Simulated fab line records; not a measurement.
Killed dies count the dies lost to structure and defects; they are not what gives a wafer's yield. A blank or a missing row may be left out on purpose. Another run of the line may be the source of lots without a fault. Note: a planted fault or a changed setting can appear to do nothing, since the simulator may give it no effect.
fab line records	flow n5_finfet
[record] lots = 24	wafers = 72	last_day = 19
route steps=1938 shown BEOL_M3@990 BEOL_M4@1021
lots untouched by any fault: they come from a run of this same line in which no faults occurred
start_h: start of the lot's first displayed wafer, in hours after the record's first day	wait_h: time in hours since the lot's previous step	" same as the row above	L1.1+2: several wafers, shown together as one row	- value missing, or start not given	* or withheld: withheld	< > ~ a bound
route shown NAME@n: NAME is a module with steps in the file, n the number in the route of the first one	usual: mean/standard deviation taken from wafers without a fault	same: alike in all rows	chamber/n: place in a boat	sites: readings site by site	_std_site: the standard deviation of these	_edge_site: outer sites' mean less inner sites'	radius_mm: how far each site lies from the wafer's centre	mask NAME#n: copy n	behind: the tool/chamber that last shaped the wafer	hold: why the lot went on hold/how many hours it stayed there/how the hold came to an end	device: which transistor (n, p or np) failed to switch	end of line: at the end of the route, the tests of the same wafers	step lacking rows: just its recipe	killed: the dies lost at the first sort to structure and to defects; this is not the yield of the wafer	map: a wafer's dies, x killed, . not, _ none there
set.NAME: the setting as run; set.NAME@STEP: as run at that earlier step	model.NAME: the simulator's own value behind a step, which no gauge read
steps of the route over a sample of lots; a table a step, a row a wafer
services: when a tool's chamber went out of use (start_h, in hours from the record's first day, below 0 if earlier), for how many hours, and the reason
[[steps]]
[step N5_BEOL_M3_PRE_CLEAN_45]
[recipe] gas = H2/He	time_s = 30	temp_c = 250
[usual] heater_power_w = 328/29
lot.wafer	tool	chamber	start_h	wait_h	heater_power_w
L075.1	pvd_sputter-03	-	169.33	0.0	293
L075.2	"	-	"	"	353
L075.6	"	-	"	"	317
L074.2	pvd_sputter-03	-	171.49	0.0	353
L074.3	"	-	"	"	290
L074.5	"	-	"	"	357
L076.1	pvd_sputter-02	-	175.59	0.0	365
L076.3	"	-	"	"	368
L076.6	"	-	"	"	316
L078.1	pvd_sputter-01	-	175.82	0.0	304
L078.3	"	-	"	"	335
L078.5	"	-	"	"	301
L077.1	pvd_sputter-01	-	178.18	0.0	361
L077.4	"	-	"	"	326
L077.5	"	-	"	"	308
L079.1	pvd_sputter-02	-	185.01	0.0	371
L079.4	"	-	"	"	369
L079.6	"	-	"	"	359
L080.2	pvd_sputter-02	-	185.09	0.0	361
L080.5	"	-	"	"	362
L080.6	"	-	"	"	302
L081.1	pvd_sputter-03	-	189.05	0.0	356
L081.3	"	-	"	"	298
L081.6	"	-	"	"	352
L082.2	pvd_sputter-02	-	197.82	0.0	355
L082.4	"	-	"	"	313
L082.5	"	-	"	"	363
L083.1	pvd_sputter-01	-	237.12	0.0	340
L083.4	"	-	"	"	308
L083.5	"	-	"	"	281
L084.1	pvd_sputter-02	-	240.50	0.0	309
L084.5	"	-	"	"	320
L084.6	"	-	"	"	370
L085.1	pvd_sputter-03	-	256.71	0.0	347
L085.4	"	-	"	"	298
L085.5	"	-	"	"	290
L086.1	pvd_sputter-01	-	261.72	0.0	330
L086.2	"	-	"	"	302
L086.4	"	-	"	"	273
L088.2	pvd_sputter-03	-	262.25	0.0	350
L088.3	"	-	"	"	317
L088.5	"	-	"	"	291
L087.1	pvd_sputter-01	-	267.80	0.0	350
L087.5	"	-	"	"	266
L087.6	"	-	"	"	327
L089.1	pvd_sputter-02	-	271.07	0.0	375
L089.3	"	-	"	"	309
L089.4	"	-	"	"	325
L090.4	pvd_sputter-03	-	271.15	0.0	351
L090.5	"	-	"	"	352
L090.6	"	-	"	"	317
L091.1	pvd_sputter-03	-	271.54	0.0	350
L091.2	"	-	"	"	317
L091.4	"	-	"	"	292
L093.2	pvd_sputter-02	-	275.59	0.0	304
L093.3	"	-	"	"	356
L093.5	"	-	"	"	311
L092.4	pvd_sputter-02	-	282.27	0.0	311
L092.5	"	-	"	"	364
L092.6	"	-	"	"	361
L095.1	pvd_sputter-03	-	286.31	0.0	348
L095.3	"	-	"	"	309
L095.5	"	-	"	"	295
L094.1	pvd_sputter-01	-	289.19	0.0	278
L094.2	"	-	"	"	326
L094.3	"	-	"	"	356
L096.1	pvd_sputter-01	-	315.34	0.0	281
L096.5	"	-	"	"	340
L096.6	"	-	"	"	275
L097.1	pvd_sputter-01	-	326.26	0.0	325
L097.3	"	-	"	"	273
L097.5	"	-	"	"	312
[step N5_BEOL_M3_SPUTTER_86]
[recipe] material = Cu	target_thk_a = 45	temp_c = -20	chamber_pressure_pa = 0.07	power_w = withheld	time_s = 8.29
[usual] throttle_valve_pct = 30.4/1.3
lot.wafer	tool	chamber	start_h	wait_h	throttle_valve_pct
L075.1	pvd_sputter-02	-	172.11	0.1	31.5
L075.2	"	-	"	"	28.3
L075.6	"	-	"	"	28.5
L074.2	pvd_sputter-01	-	172.76	0.1	32.7
L074.3	"	-	"	"	29.6
L074.5	"	-	"	"	31.0
L076.1	pvd_sputter-01	-	176.88	0.1	29.8
L076.3	"	-	"	"	30.8
L076.6	"	-	"	"	33.2
L078.1	pvd_sputter-03	-	177.35	0.1	30.9
L078.3	"	-	"	"	29.1
L078.5	"	-	"	"	29.0
L077.1	pvd_sputter-03	-	179.79	0.1	30.0
L077.4	"	-	"	"	31.1
L077.5	"	-	"	"	30.8
L079.1	pvd_sputter-02	-	186.51	0.1	29.7
L079.4	"	-	"	"	31.7
L079.6	"	-	"	"	28.6
L080.2	pvd_sputter-02	-	188.35	0.1	29.3
L080.5	"	-	"	"	28.2
L080.6	"	-	"	"	31.3
L081.1	pvd_sputter-02	-	190.49	0.1	28.3
L081.3	"	-	"	"	29.5
L081.6	"	-	"	"	31.6
L082.2	pvd_sputter-02	-	199.26	0.1	29.4
L082.4	"	-	"	"	31.6
L082.5	"	-	"	"	29.3
L083.1	pvd_sputter-03	-	239.34	0.1	28.9
L083.4	"	-	"	"	28.9
L083.5	"	-	"	"	30.5
L084.1	pvd_sputter-02	-	241.80	0.1	28.6
L084.5	"	-	"	"	28.5
L084.6	"	-	"	"	31.6
L085.1	pvd_sputter-01	-	258.84	0.1	29.6
L085.4	"	-	"	"	33.2
L085.5	"	-	"	"	30.9
L086.1	pvd_sputter-03	-	262.95	0.1	30.3
L086.2	"	-	"	"	29.2
L086.4	"	-	"	"	30.5
L088.2	pvd_sputter-03	-	266.79	0.1	30.9
L088.3	"	-	"	"	29.0
L088.5	"	-	"	"	30.8
L087.1	pvd_sputter-03	-	269.03	0.1	29.1
L087.5	"	-	"	"	29.1
L087.6	"	-	"	"	30.5
L089.1	pvd_sputter-01	-	272.37	0.1	31.8
L089.3	"	-	"	"	33.1
L089.4	"	-	"	"	30.8
L090.4	pvd_sputter-03	-	272.71	0.1	28.9
L090.5	"	-	"	"	31.0
L090.6	"	-	"	"	30.3
L091.1	pvd_sputter-01	-	274.29	0.1	30.7
L091.2	"	-	"	"	29.8
L091.4	"	-	"	"	33.0
L093.2	pvd_sputter-01	-	276.98	0.1	32.9
L093.3	"	-	"	"	31.8
L093.5	"	-	"	"	31.8
L092.4	pvd_sputter-03	-	283.89	0.1	29.2
L092.5	"	-	"	"	30.8
L092.6	"	-	"	"	30.2
L095.1	pvd_sputter-02	-	288.13	0.1	30.0
L095.3	"	-	"	"	28.5
L095.5	"	-	"	"	31.8
L094.1	pvd_sputter-01	-	290.55	0.1	33.3
L094.2	"	-	"	"	29.6
L094.3	"	-	"	"	31.8
L096.1	pvd_sputter-02	-	318.02	0.1	28.5
L096.5	"	-	"	"	29.6
L096.6	"	-	"	"	31.6
L097.1	pvd_sputter-01	-	329.28	0.1	30.7
L097.3	"	-	"	"	31.5
L097.5	"	-	"	"	33.0
[step N5_BEOL_M4_ILD_DEP_00]
[recipe] material = SiOC	target_thk_a = 790	temp_c = 350	precursor = DEMS/O2	pressure_torr = 5	rf_w = 500	time_s = 15.3
[usual] heater_power_w = 473/74	showerhead_plenum_p_Torr = 5.699/0.014	throttle_valve_pct = 11.8/0.42
lot.wafer	tool	chamber	start_h	wait_h	heater_power_w	showerhead_plenum_p_Torr	throttle_valve_pct
L075.1	pecvd-04	0	174.32	0.0	360	5.719	12.3
L075.2	"	2	"	"	486	5.702	11.5
L075.6	"	2	"	"	479	5.699	11.4
L074.2	pecvd-02	1	174.97	0.0	382	5.688	11.6
L074.3	"	0	"	"	450	5.692	11.9
L074.5	"	0	"	"	459	5.705	11.7
L076.1	pecvd-02	2	179.09	0.0	569	5.706	11.5
L076.3	"	0	"	"	480	5.687	12.2
L076.6	"	0	"	"	482	5.690	12.3
L078.1	pecvd-04	0	179.58	0.0	380	5.722	12.2
L078.3	"	2	"	"	418	5.705	11.5
L078.5	"	1	"	"	357	5.690	12.3
L077.1	pecvd-01	0	182.01	0.0	474	5.729	11.0
L077.4	"	2	"	"	382	5.681	11.6
L077.5	"	0	"	"	484	5.707	11.0
L079.1	pecvd-02	1	188.99	0.0	468	5.686	11.7
L079.4	"	0	"	"	551	5.678	11.8
L079.6	"	1	"	"	478	5.694	11.7
L080.2	pecvd-04	1	190.56	0.0	428	5.682	12.4
L080.5	"	1	"	"	421	5.709	12.2
L080.6	"	2	"	"	392	5.700	11.5
L081.1	pecvd-01	1	193.18	0.0	488	5.682	12.2
L081.3	"	2	"	"	399	5.675	11.5
L081.6	"	2	"	"	397	5.680	11.7
L082.2	pecvd-01	0	201.74	0.0	582	5.703	10.7
L082.4	"	2	"	"	410	5.682	11.7
L082.5	"	0	"	"	480	5.711	10.6
L083.1	pecvd-02	1	241.58	0.0	415	5.699	11.8
L083.4	"	1	"	"	424	5.699	11.7
L083.5	"	2	"	"	584	5.707	11.5
L084.1	pecvd-02	0	244.05	0.0	472	5.694	11.8
L084.5	"	1	"	"	436	5.690	11.8
L084.6	"	2	"	"	542	5.702	11.7
L085.1	pecvd-02	0	261.07	0.0	488	5.714	12.2
L085.4	"	2	"	"	604	5.707	11.4
L085.5	"	0	"	"	494	5.683	11.9
L086.1	pecvd-02	0	265.34	0.0	497	5.694	12.3
L086.2	"	1	"	"	472	5.713	11.5
L086.4	"	1	"	"	472	5.703	11.5
L088.2	pecvd-02	0	271.95	0.0	452	5.682	11.8
L088.3	"	1	"	"	444	5.694	11.5
L088.5	"	1	"	"	444	5.696	11.9
L087.1	pecvd-04	2	272.09	0.0	485	5.707	11.6
L087.5	"	2	"	"	471	5.721	11.4
L087.6	"	1	"	"	377	5.670	12.2
L089.1	pecvd-02	1	274.58	0.0	424	5.694	12.0
L089.3	"	0	"	"	552	5.679	11.8
L089.4	"	0	"	"	547	5.699	11.8
L090.4	pecvd-04	0	275.02	0.1	316	5.711	12.7
L090.5	"	1	"	"	418	5.685	12.3
L090.6	"	2	"	"	478	5.729	11.4
L091.1	pecvd-01	1	276.68	0.0	486	5.688	12.3
L091.2	"	0	"	"	588	5.708	10.5
L091.4	"	1	"	"	489	5.683	12.2
L093.2	pecvd-04	0	279.19	0.0	386	5.718	12.4
L093.3	"	2	"	"	485	5.710	11.7
L093.5	"	1	"	"	379	5.680	12.4
L092.4	pecvd-02	1	286.15	0.1	461	5.689	11.7
L092.5	"	0	"	"	556	5.698	11.8
L092.6	"	2	"	"	581	5.714	11.5
L095.1	pecvd-02	2	290.38	0.0	568	5.686	11.4
L095.3	"	0	"	"	568	5.702	11.8
L095.5	"	1	"	"	447	5.696	11.6
L094.1	pecvd-02	1	292.76	0.0	471	5.696	11.8
L094.2	"	2	"	"	503	5.707	11.8
L094.3	"	0	"	"	453	5.694	11.9
L096.1	pecvd-02	0	320.23	0.0	545	5.693	11.7
L096.5	"	0	"	"	556	5.674	11.7
L096.6	"	2	"	"	554	5.707	11.4
L097.1	pecvd-01	1	331.49	0.0	481	5.688	12.2
L097.3	"	0	"	"	596	5.723	11.0
L097.5	"	1	"	"	476	5.697	12.0
[step N5_BEOL_M4_OVL_MEAS_12]
[recipe] points_per_wafer = 522
[usual] M4_OVL = 0.3/0.7
lot.wafer	tool	chamber	start_h	wait_h	M4_OVL[nm]
L075.1	overlay-01	0	175.78	0.0	-0.7
L075.2	"	0	"	"	0.1
L075.6	"	0	"	"	-0.4
L074.2	overlay-02	0	176.12	0.0	0.9
L074.3	"	0	"	"	1.0
L074.5	"	0	"	"	-0.2
L076.1	overlay-01	0	180.87	0.0	-0.7
L076.3	"	0	"	"	0.3
L076.6	"	0	"	"	-0.4
L078.1	overlay-01	0	181.19	0.0	-1.3
L078.3	"	0	"	"	-0.4
L078.5	"	0	"	"	-0.3
L077.1	overlay-02	0	182.93	0.0	0.7
L077.4	"	0	"	"	-0.3
L077.5	"	0	"	"	1.2
L079.1	overlay-01	0	190.75	0.0	0.6
L079.4	"	0	"	"	-0.5
L079.6	"	0	"	"	-0.7
L080.2	overlay-02	0	191.88	0.0	0.5
L080.5	"	0	"	"	0.8
L080.6	"	0	"	"	0.0
L081.1	overlay-02	0	197.73	0.0	1.2
L081.3	"	0	"	"	1.1
L081.6	"	0	"	"	1.4
L082.2	overlay-01	0	204.29	0.0	0.3
L082.4	"	0	"	"	0.3
L082.5	"	0	"	"	0.6
L083.1	overlay-01	0	243.68	0.0	-2.0
L083.4	"	0	"	"	-0.9
L083.5	"	0	"	"	1.1
L084.1	overlay-01	0	246.40	0.0	1.1
L084.5	"	0	"	"	0.4
L084.6	"	0	"	"	0.0
L085.1	overlay-01	0	262.35	0.0	-0.3
L085.4	"	0	"	"	0.6
L085.5	"	0	"	"	0.3
L086.1	overlay-01	0	268.21	0.0	-0.2
L086.2	"	0	"	"	0.5
L086.4	"	0	"	"	0.2
L088.2	overlay-02	0	274.55	0.0	-0.8
L088.3	"	0	"	"	-1.1
L088.5	"	0	"	"	-0.4
L087.1	overlay-01	0	274.71	0.0	0.7
L087.5	"	0	"	"	-0.2
L087.6	"	0	"	"	1.0
L089.1	overlay-02	0	275.89	0.0	0.1
L089.3	"	0	"	"	-0.4
L089.4	"	0	"	"	1.5
L090.4	overlay-01	0	276.14	0.0	0.4
L090.5	"	0	"	"	-0.1
L090.6	"	0	"	"	1.2
L091.1	overlay-02	0	278.89	0.0	0.1
L091.2	"	0	"	"	-0.6
L091.4	"	0	"	"	-1.3
L093.2	overlay-01	0	279.84	0.0	-0.2
L093.3	"	0	"	"	0.4
L093.5	"	0	"	"	-0.6
L092.4	overlay-02	0	286.81	0.0	1.1
L092.5	"	0	"	"	1.2
L092.6	"	0	"	"	1.7
L095.1	overlay-01	0	294.61	0.0	-0.1
L095.3	"	0	"	"	-0.3
L095.5	"	0	"	"	-0.9
L094.1	overlay-01	0	294.72	0.0	0.6
L094.2	"	0	"	"	0.1
L094.3	"	0	"	"	1.7
L096.1	overlay-02	0	321.82	0.0	0.5
L096.5	"	0	"	"	1.3
L096.6	"	0	"	"	0.3
L097.1	overlay-02	0	332.77	0.0	1.2
L097.3	"	0	"	"	0.6
L097.5	"	0	"	"	0.5
[step N5_BEOL_M4_ETCH_74]
[recipe] chemistry = N2/H2	target = underlayer	target_depth_a = 65	mask_material = CAR-EUV	time_s = 5.2	ion_energy_ev = 200	pressure_mtorr = 30	source_w = 840	bias_w = 150	n2_flow_sccm = 200	h2_flow_sccm = 200	ends = cleared
[usual] bias_w = 150.0/0.45	chamber_pressure_mTorr = 30.00/0.044	drypump_motor_current_A = 5.6/0.45	etch_rf_on_time_s = 5.17/0.14	h2_flow_sccm = 200.0/0.57	oes_product_au = 0.72/0.059	rf_vpp_V = 524/3.1	showerhead_plenum_p_Torr = 2.56/0.1	throttle_valve_pct = 17.76/0.23
lot.wafer	tool	chamber	start_h	wait_h	bias_w	chamber_pressure_mTorr	drypump_motor_current_A	etch_rf_on_time_s	h2_flow_sccm	oes_product_au	rf_hours_counter_h	rf_vpp_V	showerhead_plenum_p_Torr	throttle_valve_pct
L075.1	rie_diel-04	3	175.91	0.0	150.4	29.96	5.9	5.10	199.5	0.82	6	525	2.71	17.85
L075.2	"	1	"	"	148.2	30.07	6.5	5.06	200.3	0.75	48	521	2.47	18.11
L075.6	"	2	"	"	149.5	29.95	5.4	5.39	200.2	0.68	-	525	2.56	17.44
L074.2	rie_diel-03	3	176.26	0.0	150.1	29.97	5.5	5.33	200.3	0.67	90	527	2.68	17.65
L074.3	"	2	"	"	150.4	29.98	5.6	5.14	200.1	0.65	123	523	2.46	18.00
L074.5	"	3	"	"	149.8	29.95	5.5	5.43	199.6	0.67	-	528	2.68	17.64
L076.1	rie_diel-03	3	181.04	0.0	149.9	29.99	5.5	5.38	200.6	0.67	92	529	2.68	17.67
L076.3	"	0	"	"	149.3	30.02	5.3	5.33	198.8	0.64	134	520	2.45	17.83
L076.6	"	1	"	"	149.9	29.97	5.3	4.96	199.6	0.78	-	528	2.68	17.40
L078.1	rie_diel-04	1	181.32	0.0	150.9	29.97	6.5	5.12	199.1	0.74	52	523	2.47	18.11
L078.3	"	2	"	"	149.5	30.02	5.4	5.43	199.8	0.67	94	525	2.56	17.43
L078.5	"	1	"	"	150.4	30.02	6.5	5.11	199.5	0.74	-	521	2.47	18.15
L077.1	rie_diel-04	3	183.06	0.0	150.4	29.98	5.9	5.09	200.2	0.82	10	527	2.71	17.87
L077.4	"	1	"	"	149.7	30.09	6.5	5.08	199.7	0.74	-	521	2.47	18.12
L077.5	"	2	"	"	149.5	30.06	5.4	5.37	201.0	0.68	-	524	2.56	17.44
L079.1	rie_diel-04	1	190.88	0.0	149.6	29.95	6.5	4.96	199.2	0.75	56	523	2.47	18.15
L079.4	"	1	"	"	149.8	29.96	6.5	4.93	200.0	0.75	-	522	2.47	18.13
L079.6	"	2	"	"	150.7	30.02	5.4	5.30	200.7	0.68	-	524	2.56	17.44
L080.2	rie_diel-04	3	192.04	0.0	149.6	29.97	5.9	5.13	199.9	0.79	14	531	2.71	17.89
L080.5	"	2	"	"	150.3	30.03	5.4	5.37	200.5	0.67	-	524	2.56	17.45
L080.6	"	3	"	"	149.5	29.95	5.9	5.04	199.8	0.79	-	531	2.71	17.89
L081.1	rie_diel-01	1	197.85	0.0	150.0	30.05	5.2	5.05	198.7	0.79	8	526	2.62	17.62
L081.3	"	3	"	"	150.4	30.00	5.0	5.03	200.2	0.78	36	525	2.57	17.51
L081.6	"	3	"	"	150.1	30.03	5.0	5.03	200.4	0.77	-	525	2.57	17.50
L082.2	rie_diel-01	2	204.41	0.0	150.2	30.07	6.0	5.22	200.2	0.58	249	519	2.39	18.06
L082.4	"	0	"	"	150.3	29.99	5.5	5.10	199.4	0.75	23	525	2.48	17.70
L082.5	"	2	"	"	149.5	29.99	6.0	5.27	199.9	0.58	-	520	2.39	18.04
L083.1	rie_diel-04	2	243.81	0.0	149.9	29.96	5.5	5.38	200.3	0.67	113	523	2.55	17.46
L083.4	"	1	"	"	150.7	30.03	6.5	5.03	199.6	0.73	71	522	2.47	18.15
L083.5	"	3	"	"	149.4	30.01	5.9	5.10	199.7	0.76	-	531	2.70	17.89
L084.1	rie_diel-04	1	246.80	0.0	150.7	30.06	6.5	5.04	199.8	0.73	71	521	2.46	18.15
L084.5	"	1	"	"	150.0	29.99	6.5	5.04	200.4	0.72	-	522	2.46	18.18
L084.6	"	2	"	"	150.5	30.02	5.5	5.35	200.8	0.66	-	525	2.55	17.49
L085.1	rie_diel-01	2	262.82	0.0	149.7	30.00	5.9	5.07	200.0	0.82	10	528	2.70	17.78
L085.4	"	3	"	"	150.3	30.00	4.9	5.12	199.6	0.73	-	524	2.56	17.55
L085.5	"	2	"	"	150.0	30.02	6.0	5.06	198.6	0.82	-	530	2.70	17.80
L086.1	rie_diel-03	2	268.34	0.0	149.7	30.01	5.6	5.21	199.4	0.64	150	520	2.44	18.04
L086.2	"	0	"	"	150.1	30.01	5.4	5.37	200.1	0.63	159	523	2.44	17.87
L086.4	"	3	"	"	149.8	30.00	5.5	5.41	199.9	0.64	117	527	2.67	17.70
L088.2	rie_diel-01	1	274.67	0.0	149.4	29.98	5.3	5.12	200.1	0.73	36	523	2.60	17.68
L088.3	"	3	"	"	149.8	29.98	5.0	5.13	200.6	0.73	65	525	2.56	17.58
L088.5	"	2	"	"	150.2	30.01	5.9	5.05	200.4	0.81	-	530	2.70	17.80
L087.1	rie_diel-04	3	274.84	0.0	151.0	30.08	5.9	5.15	200.1	0.74	38	529	2.70	17.94
L087.5	"	1	"	"	148.9	30.02	6.5	5.04	200.2	0.71	-	522	2.46	18.16
L087.6	"	0	"	"	150.3	30.00	5.1	5.07	200.6	0.76	-	523	2.47	17.60
L089.1	rie_diel-03	3	276.02	0.0	150.4	30.01	5.5	5.40	200.5	0.63	119	525	2.67	17.71
L089.3	"	0	"	"	149.7	29.99	5.4	5.33	199.8	0.62	161	518	2.44	17.88
L089.4	"	1	"	"	150.5	29.99	5.3	5.01	200.2	0.74	66	529	2.67	17.44
L090.4	rie_diel-01	1	276.24	0.0	150.0	29.99	5.3	5.14	200.6	0.73	37	525	2.60	17.65
L090.5	"	2	"	"	149.8	30.00	5.9	5.06	199.2	0.81	-	529	2.70	17.80
L090.6	"	1	"	"	149.4	29.95	5.3	5.16	200.4	0.72	-	526	2.60	17.68
L091.1	rie_diel-04	0	279.02	0.0	150.2	29.98	5.1	5.09	201.1	0.77	19	521	2.47	17.61
L091.2	"	1	"	"	150.5	30.03	6.5	5.01	199.3	0.71	82	523	2.46	18.16
L091.4	"	2	"	"	149.8	30.08	5.5	5.30	199.9	0.66	124	522	2.55	17.51
L093.2	rie_diel-01	1	280.34	0.0	150.2	29.98	5.2	5.09	200.3	0.74	38	526	2.60	17.69
L093.3	"	3	"	"	150.0	29.92	5.0	5.09	200.0	0.73	67	524	2.56	17.58
L093.5	"	0	"	"	150.3	29.97	5.4	5.18	199.6	0.71	-	522	2.47	17.73
L092.4	rie_diel-03	0	286.91	0.0	150.0	30.03	5.4	5.43	199.9	0.62	165	521	2.44	17.88
L092.5	"	0	"	"	149.7	29.96	5.3	5.39	199.8	0.62	-	522	2.44	17.86
L092.6	"	1	"	"	149.7	30.04	5.3	4.98	199.6	0.72	-	527	2.67	17.47
L095.1	rie_diel-04	3	295.06	0.0	150.5	29.97	5.9	5.09	199.1	0.75	46	528	2.70	17.92
L095.3	"	1	"	"	150.0	29.96	6.5	4.99	199.3	0.70	87	521	2.46	18.21
L095.5	"	2	"	"	149.7	30.08	5.4	5.30	200.4	0.66	-	526	2.54	17.50
L094.1	rie_diel-03	2	295.12	0.0	149.3	30.04	5.6	5.16	199.8	0.63	158	520	2.44	18.06
L094.2	"	1	"	"	150.1	30.01	5.3	5.04	200.8	0.73	73	528	2.67	17.46
L094.3	"	0	"	"	150.0	30.06	5.3	5.35	200.2	0.62	167	522	2.44	17.86
L096.1	rie_diel-04	0	321.94	0.0	149.6	29.91	5.1	5.20	200.4	0.75	33	522	2.47	17.64
L096.5	"	1	"	"	149.8	30.00	6.5	5.09	199.7	0.70	-	523	2.46	18.18
L096.6	"	0	"	"	150.4	30.00	5.1	5.17	200.5	0.74	-	524	2.47	17.60
L097.1	rie_diel-01	1	332.89	0.0	150.8	29.90	5.3	5.17	200.8	0.71	54	524	2.59	17.73
L097.3	"	3	"	"	150.6	30.02	4.9	5.12	198.6	0.72	86	524	2.55	17.61
L097.5	"	2	"	"	149.8	29.97	5.9	5.08	199.9	0.77	-	530	2.69	17.82
[step N5_BEOL_M4_OVL_MEAS_29]
[recipe] points_per_wafer = 522
[usual] V3_OVL = 0.2/0.63
lot.wafer	tool	chamber	start_h	wait_h	V3_OVL[nm]
L075.1	overlay-01	0	176.79	0.0	0.1
L075.2	"	0	"	"	0.4
L075.6	"	0	"	"	1.2
L074.2	overlay-02	0	177.01	0.0	0.0
L074.3	"	0	"	"	0.7
L074.5	"	0	"	"	0.2
L076.1	overlay-01	0	181.91	0.0	1.5
L076.3	"	0	"	"	1.0
L076.6	"	0	"	"	1.0
L078.1	overlay-01	0	182.20	0.0	0.6
L078.3	"	0	"	"	-0.3
L078.5	"	0	"	"	0.3
L077.1	overlay-02	0	183.93	0.0	-0.2
L077.4	"	0	"	"	0.4
L077.5	"	0	"	"	0.3
L079.1	overlay-01	0	191.75	0.0	0.3
L079.4	"	0	"	"	-0.1
L079.6	"	0	"	"	0.3
L080.2	overlay-02	0	192.98	0.0	-0.1
L080.5	"	0	"	"	0.3
L080.6	"	0	"	"	-0.2
L081.1	overlay-01	0	198.73	0.0	-0.3
L081.3	"	0	"	"	0.7
L081.6	"	0	"	"	-0.3
L082.2	overlay-01	0	205.20	0.0	-0.9
L082.4	"	0	"	"	-0.4
L082.5	"	0	"	"	0.9
L083.1	overlay-02	0	244.79	0.0	0.2
L083.4	"	0	"	"	0.6
L083.5	"	0	"	"	-0.5
L084.1	overlay-02	0	247.68	0.0	-0.3
L084.5	"	0	"	"	0.1
L084.6	"	0	"	"	-0.1
L085.1	overlay-01	0	263.78	0.0	0.3
L085.4	"	0	"	"	0.3
L085.5	"	0	"	"	0.9
L086.1	overlay-02	0	269.18	0.0	-0.1
L086.2	"	0	"	"	-0.3
L086.4	"	0	"	"	-0.4
L088.2	overlay-02	0	275.64	0.0	0.5
L088.3	"	0	"	"	1.1
L088.5	"	0	"	"	0.7
L087.1	overlay-02	0	275.81	0.0	-0.2
L087.5	"	0	"	"	-0.8
L087.6	"	0	"	"	-0.4
L089.1	overlay-02	0	276.89	0.0	0.6
L089.3	"	0	"	"	-0.1
L089.4	"	0	"	"	1.1
L090.4	overlay-01	0	277.15	0.0	0.8
L090.5	"	0	"	"	0.1
L090.6	"	0	"	"	0.2
L091.1	overlay-02	0	279.89	0.0	0.8
L091.2	"	0	"	"	0.5
L091.4	"	0	"	"	0.4
L093.2	overlay-02	0	281.22	0.0	0.0
L093.3	"	0	"	"	0.7
L093.5	"	0	"	"	-0.2
L092.4	overlay-01	0	287.68	0.0	0.6
L092.5	"	0	"	"	0.5
L092.6	"	0	"	"	0.2
L095.1	overlay-01	0	295.93	0.0	-0.7
L095.3	"	0	"	"	0.0
L095.5	"	0	"	"	-0.7
L094.1	overlay-01	0	296.12	0.0	0.2
L094.2	"	0	"	"	-0.8
L094.3	"	0	"	"	-1.3
L096.1	overlay-02	0	322.71	0.0	0.5
L096.5	"	0	"	"	0.3
L096.6	"	0	"	"	0.1
L097.1	overlay-01	0	333.78	0.0	1.1
L097.3	"	0	"	"	0.5
L097.5	"	0	"	"	0.7
[[services]]
tool	chamber	start_h	hours	kind
rie_diel-03	0	149.41	9.5	repair
pvd_sputter-03	-	157.03	5.4	repair
rie_diel-04	2	165.85	1.5	repair
rie_diel-04	0	170.71	17.3	repair
rie_diel-01	3	183.63	4.1	repair
rie_diel-04	0	188.21	-	clean
rie_diel-04	0	188.21	-	consumable_replace:focus_ring
pecvd-02	2	194.10	5.5	scheduled_down
pecvd-02	-	203.84	3.3	repair
pecvd-02	0	207.51	13.8	repair
pvd_sputter-02	-	229.10	4.9	repair
pecvd-04	0	245.24	6.4	repair
rie_diel-01	2	246.55	8.5	repair
pvd_sputter-01	-	264.67	2.1	repair
rie_diel-01	1	287.24	4.2	repair
pecvd-02	-	299.94	5.5	pm
rie_diel-03	3	307.29	5.7	repair
pecvd-01	0	310.77	1.8	repair
pecvd-04	1	321.81	5.6	repair
pecvd-02	-	323.14	0.7	repair
rie_diel-04	2	323.48	19.8	repair
pecvd-01	-	326.53	0.5	repair
pecvd-01	-	330.65	0.3	repair
pecvd-01	-	332.47	1.4	repair
[[key]]
fault none
